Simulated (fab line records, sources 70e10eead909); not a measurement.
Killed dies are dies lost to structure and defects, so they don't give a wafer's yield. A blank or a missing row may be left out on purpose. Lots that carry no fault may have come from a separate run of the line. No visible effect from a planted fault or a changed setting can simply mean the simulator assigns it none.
The tool behind it: which one?    flow nand-harc    12 lots, 36 wafers sampled, at 5 steps of a route of 1159

WHAT THE GAUGES READ, wafer by wafer
NHARC_P_GATE_CD_MEAS_11: target cd 1640 nm. Usual: 1640.2 nm for cd-nm, sd 1.3.
lot   measured     on         cd-nm (nm)            flag
L382  day 4 20:24  cd-sem-03  1640.5 1638.5 1638.8  
L380  day 4 20:34  cd-sem-02  1639.0 1639.8 1642.1  
L383  day 5 01:11  cd-sem-01  1641.5 1640.3 1641.1  
L384  day 5 07:59  cd-sem-01  1639.0 1641.4 1641.7  
L385  day 5 07:49  cd-sem-02  1641.1 1639.7 1641.6  
L387  day 5 19:05  cd-sem-02  1639.2 1639.5 1638.0  
L389  day 6 08:45  cd-sem-02  1641.2 1639.9 1639.3  
L392  day 7 09:23  cd-sem-01  1640.2 1641.5 1639.8  
L400  day 9 10:30  cd-sem-03  1640.5 1640.4 1640.5  
L402  day 9 16:38  cd-sem-01  1640.8 1642.4 1641.9  

NHARC_P_GATE_OVL_MEAS_27. Usual: overlay-x-nm 0.0 nm, standard deviation 0.78; overlay-y-nm -0.2 nm, standard deviation 0.85.
lot   measured      on          overlay-x-nm (nm)  overlay-y-nm (nm)  flag
L382  day 5 10:38   overlay-01  -0.7 -0.5 -0.4     0.8 0.6 0.6        
L380  day 5 11:19   overlay-02  0.3 0.2 0.7        0.8 0.5 0.2        
L383  day 5 15:06   overlay-02  -0.7 0.3 -0.1      1.2 0.9 0.7        
L384  day 6 01:16   overlay-02  0.5 0.0 1.2        -0.3 -1.0 0.0      
L385  day 6 01:44   overlay-02  -2.8 -2.0 -1.8     0.6 0.5 0.1        
L387  day 6 11:45   overlay-02  0.4 0.4 -0.1       0.1 0.0 -0.1       
L389  day 6 22:07   overlay-02  -0.7 -0.2 -0.9     -0.8 -0.7 -0.6     
L392  day 8 00:54   overlay-02  1.0 0.4 0.7        -1.4 -2.0 -1.1     
L400  day 10 00:41  overlay-01  0.2 0.4 0.5        -0.1 -0.9 -0.3     
L402  day 10 09:25  overlay-01  0.3 0.4 0.3        -1.0 -0.5 -0.9     

NHARC_END_SORT_01. Usual: killed-at-array 27, standard deviation 11; killed-at-other 0.7, standard deviation 0.93; killed-at-periphery 2.9, standard deviation 1.9; killed-dies 30, standard deviation 11; killed-open 3.1, standard deviation 1.7; killed-short 1.9, standard deviation 1.3.
lot   measured      on         killed-at-array  killed-at-other  killed-at-periphery  killed-dies  killed-open  killed-short  flag
L384  day 20 08:32  prober-01  28 38 29         3 2 0            1 3 3                32 43 32     2 1 4        2 4 2         
L389  day 21 10:02  prober-01  30 24 37         0 0 0            0 0 0                30 24 37     3 2 4        2 3 4         
L390  day 22 19:01  prober-01  16 20 29         0 0 0            661 657 648          677 677 677  2 2 5        1 4 4         OFF
L391  day 22 02:30  prober-02  25 35 30         0 0 0            652 642 647          677 677 677  4 3 7        0 2 2         OFF
L392  day 22 02:30  prober-01  26 41 33         2 1 1            3 4 6                31 46 40     1 4 6        2 4 6         

TOOL THAT RAN EACH LOT (tool first, then ch and the chambers of the sampled wafers, then the start)
lot   NHARC_P_STI_ETCH_42                NHARC_P_GATE_ETCH_104
L382  rie-diel-02 ch 0,1,2, day 3 01:46  rie-diel-04 ch 1,3, day 5 10:49
L380  rie-diel-03 ch 0,3, day 3 02:04    rie-diel-08 ch 0,1,3, day 5 11:29
L383  rie-diel-03 ch 0,3, day 3 11:37    rie-diel-04 ch 0,1, day 5 15:25
L384  rie-diel-03 ch 0,2,3, day 3 19:13  rie-diel-08 ch 1,2, day 6 01:26
L385  rie-diel-13 ch 0,1,2, day 3 23:49  rie-diel-08 ch 0,2,3, day 6 01:55
L387  rie-diel-13 ch 0,2, day 4 08:01    rie-diel-07 ch 1,2, day 6 11:56
L389  rie-diel-02 ch 2,3, day 4 20:15    rie-diel-04 ch 0,1,2, day 6 22:23
L390  rie-diel-02 ch 1,2, day 5 05:47    -
L391  rie-diel-02 ch 0,1,2, day 5 11:22  -
L392  rie-diel-02 ch 0,1,2, day 5 17:18  rie-diel-07 ch 0,1, day 8 01:07
L400  rie-diel-02 ch 0,3, day 7 17:52    rie-diel-07 ch 0,3, day 10 00:52
L402  rie-diel-02 ch 1,2, day 8 01:32    rie-diel-04 ch 1,2,3, day 10 09:36
- NHARC_P_STI_ETCH_42: etches the open film in N2/H2, target depth 80 nm, overetch 24 nm, time 61 s.
- NHARC_P_GATE_ETCH_104: etches the open film in CF4/CHF3, target depth 60 nm.

AS READ BY THE TOOLS THEMSELVES (means over the sampled wafers that have a number; for cases with no such wafer, the mark the record gives instead)
NHARC_P_STI_ETCH_42. Usual: value, then standard deviation, for each; bias-w 150.0 W / 0.46; chamber-pressure-mTorr 30.001 mTorr / 0.025; drypump-motor-current-A 6.0 A / 0.35; oes-product-au 0.998 a.u. / 0.0087; rf-vpp-V 431.8 V / 2.3; showerhead-plenum-p-Torr 2.09 Torr / 0.076; throttle-valve-pct 14.171 % / 0.0088.
lot   tool         bias-w (W)  chamber-pressure-mTorr (mTorr)  drypump-motor-current-A (A)  oes-product-au (a.u.)  rf-vpp-V (V)  showerhead-plenum-p-Torr (Torr)  throttle-valve-pct (%)  flag
L382  rie-diel-02  150.0       29.978                          5.8                          0.999                  431.5         2.08                             14.170                  
L380  rie-diel-03  150.0       30.000                          5.8                          0.989                  432.1         2.09                             14.171                  
L383  rie-diel-03  150.1       30.004                          5.8                          0.999                  432.5         2.09                             14.181                  
L384  rie-diel-03  149.8       29.978                          5.9                          0.999                  432.5         2.11                             14.172                  
L385  rie-diel-13  150.1       29.978                          6.2                          0.998                  431.9         2.11                             14.167                  
L387  rie-diel-13  150.3       30.006                          6.3                          0.998                  434.3         2.16                             14.171                  
L389  rie-diel-02  150.6       30.021                          6.2                          0.999                  429.8         2.01                             14.174                  
L390  rie-diel-02  -           -                               -                            -                      -             -                                -                       OFF
L391  rie-diel-02  -           -                               -                            -                      -             -                                -                       OFF
L392  rie-diel-02  149.4       30.003                          5.8                          0.997                  433.2         2.08                             14.171                  
L400  rie-diel-02  149.9       29.987                          6.0                          0.987                  430.2         2.00                             14.169                  
L402  rie-diel-02  150.3       29.993                          5.7                          0.992                  432.3         2.12                             14.171                  

NHARC_P_GATE_ETCH_104. Usual: value, then standard deviation, for each; bias-w 200.0 W / 0.63; cf4-flow-sccm 100.0 sccm / 0.31; drypump-motor-current-A 5.4 A / 0.54; oes-product-au 0.948 a.u. / 0.019; rf-vpp-V 370.8 V / 2.3; showerhead-plenum-p-Torr 1.58 Torr / 0.063; throttle-valve-pct 16.802 % / 0.0093.
lot   tool         bias-w (W)  cf4-flow-sccm (sccm)  drypump-motor-current-A (A)  oes-product-au (a.u.)  rf-vpp-V (V)  showerhead-plenum-p-Torr (Torr)  throttle-valve-pct (%)  flag
L382  rie-diel-04  200.0       100.3                 6.1                          0.959                  368.4         1.54                             16.798                  
L380  rie-diel-08  200.4       100.0                 5.9                          0.967                  367.8         1.51                             16.800                  
L383  rie-diel-04  199.3       99.9                  5.6                          0.953                  372.3         1.61                             16.806                  
L384  rie-diel-08  200.2       99.8                  6.0                          0.985                  369.0         1.51                             16.806                  
L385  rie-diel-08  200.9       100.0                 5.5                          0.947                  367.1         1.47                             16.793                  
L387  rie-diel-07  199.3       99.6                  5.0                          0.942                  373.4         1.64                             16.808                  
L389  rie-diel-04  200.1       99.9                  5.5                          0.937                  372.0         1.59                             16.802                  
L392  rie-diel-07  199.7       99.7                  5.1                          0.919                  372.6         1.64                             16.811                  
L400  rie-diel-07  199.4       100.0                 5.2                          0.921                  371.7         1.59                             16.804                  
L402  rie-diel-04  199.6       100.0                 5.7                          0.950                  369.9         1.55                             16.803                  

THE ANSWER, worked out from the rows above alone
Rule: take the mean of a lot's wafers that have a number; if it is more than 3 standard deviations from the usual mean, the lot is off. Also off: a lot with no number at a reading for which 4 or more lots have one. Any other lot the step has rows for is counted as sound. Order of review: gauges by route order, followed by the tools' own readings, for which a lot's mean as printed above is used. At the first step where some lot is off, the reading lying furthest off is the one used; lots without a number count as furthest.
Off, at NHARC_END_SORT_01 on killed-at-periphery: L390, L391. Neither off nor sound, because the step has no rows for them: L382, L380, L383, L385, L387, L400, L402.
A tool fits if, at a process step before that reading, it ran every lot that is off, and no sound lot after the first of them. Not tried: the gauges at NHARC_END_SORT_01; whatever is off there is also off at NHARC_P_STI_ETCH_42, on other tools, and gauge error can't account for it. No candidate that was tried fits.

WHAT WAS PUT IN BY THE SIMULATOR
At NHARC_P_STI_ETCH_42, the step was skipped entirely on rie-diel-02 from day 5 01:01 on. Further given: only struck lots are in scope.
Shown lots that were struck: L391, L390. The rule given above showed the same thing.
